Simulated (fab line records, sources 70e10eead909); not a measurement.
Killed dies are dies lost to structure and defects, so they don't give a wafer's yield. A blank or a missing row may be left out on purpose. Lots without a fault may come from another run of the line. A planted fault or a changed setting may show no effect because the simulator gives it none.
Which tool did it? | flow nand_harc | 8 lots, 24 wafers sampled, at 4 steps of a route of 1302

WHAT THE GAUGES READ, wafer by wafer
NHARC_P_M0_CD_MEAS_09: target cd 90 nm.
lot  | measured     | on        | cd_nm (nm)
L576 | day 6 16:22  | cd_sem-03 | 90.6 90.7 89.7
L579 | day 7 14:55  | cd_sem-03 | 90.2 90.4 90.4
L582 | day 9 05:08  | cd_sem-03 | 89.1 90.1 88.5
L584 | day 10 01:25 | cd_sem-01 | 89.6 89.7 89.2
L587 | day 10 23:58 | cd_sem-03 | 89.4 89.1 88.7
L589 | day 12 03:32 | cd_sem-02 | 89.7 90.0 90.6
L593 | day 13 16:02 | cd_sem-02 | 68.0 66.9 68.0
L596 | day 14 17:00 | cd_sem-03 | 69.7 69.5 69.6

WHICH TOOL RAN EACH LOT (tool, then ch and the chambers of the sampled wafers, then the start)
lot  | NHARC_P_CONTACT_DEGAS_38     | NHARC_P_CONTACT_CVD_23                   | NHARC_P_M0_EXPOSE_06
L576 | pvd_sputter-03, day 6 14:06  | cvd_w-01 ch 0,1, day 6 16:13 or earlier  | arfi_scanner-02 ch 0, day 6 16:13
L579 | pvd_sputter-01, day 7 12:32  | cvd_w-01 ch 0,1, day 7 14:47 or earlier  | arfi_scanner-03 ch 0, day 7 14:47
L582 | pvd_sputter-03, day 9 02:53  | cvd_w-02 ch 0,1, day 9 05:00 or earlier  | arfi_scanner-02 ch 0, day 9 05:00
L584 | pvd_sputter-02, day 9 23:01  | cvd_w-02 ch 0, day 10 01:17 or earlier   | arfi_scanner-02 ch 0, day 10 01:17
L587 | pvd_sputter-02, day 10 21:41 | cvd_w-02 ch 0,1, day 10 23:50 or earlier | arfi_scanner-01 ch 0, day 10 23:50
L589 | pvd_sputter-01, day 12 01:07 | cvd_w-01 ch 0,1, day 12 03:23 or earlier | arfi_scanner-02 ch 0, day 12 03:23
L593 | pvd_sputter-02, day 13 13:39 | cvd_w-02 ch 0,1, day 13 15:53 or earlier | arfi_scanner-01 ch 0, day 13 15:53
L596 | pvd_sputter-02, day 14 14:36 | cvd_w-01 ch 0,1, day 14 16:52 or earlier | arfi_scanner-01 ch 0, day 14 16:52
- NHARC_P_CONTACT_DEGAS_38: time 60 s.
- NHARC_P_CONTACT_CVD_23: deposits W, target thk 200 nm, time 557 s.
- NHARC_P_M0_EXPOSE_06: exposes mask P M0, target cd 90 nm.

THE ANSWER, worked out from the rows above alone
Rule: what is usual is taken from the lots themselves. Put in order of their means at a reading, lots are off if they are a third of the lots or fewer, leave a main group of 4 or more, and stand apart from it by a gap of 3 or more times the standard deviation of the main group's means; of several such gaps the widest counts. A main group whose means are all the same, to the digits that the tables above print for the reading, isn't used. A lot without any number at a reading at which 4 lots or more have one is off too. The other lots that the step has rows for count as sound.
Off: L593, L596, at NHARC_P_M0_CD_MEAS_09 (cd_nm). The main group: mean 89.8 nm, standard deviation 0.52.
A tool fits if, at a process step before that reading, it ran every lot that is off, and no sound lot after the first of them. The gauges at NHARC_P_M0_CD_MEAS_09 are tried like those tools. NHARC_P_CONTACT_CVD_23 gives no start for some lots, so the hours and the order of its lots are those of NHARC_P_M0_EXPOSE_06. Can't be told from this: 2 tools fit, pvd_sputter-02 at NHARC_P_CONTACT_DEGAS_38, arfi_scanner-01 at NHARC_P_M0_EXPOSE_06.

WHAT THE SIMULATOR HAD PUT IN
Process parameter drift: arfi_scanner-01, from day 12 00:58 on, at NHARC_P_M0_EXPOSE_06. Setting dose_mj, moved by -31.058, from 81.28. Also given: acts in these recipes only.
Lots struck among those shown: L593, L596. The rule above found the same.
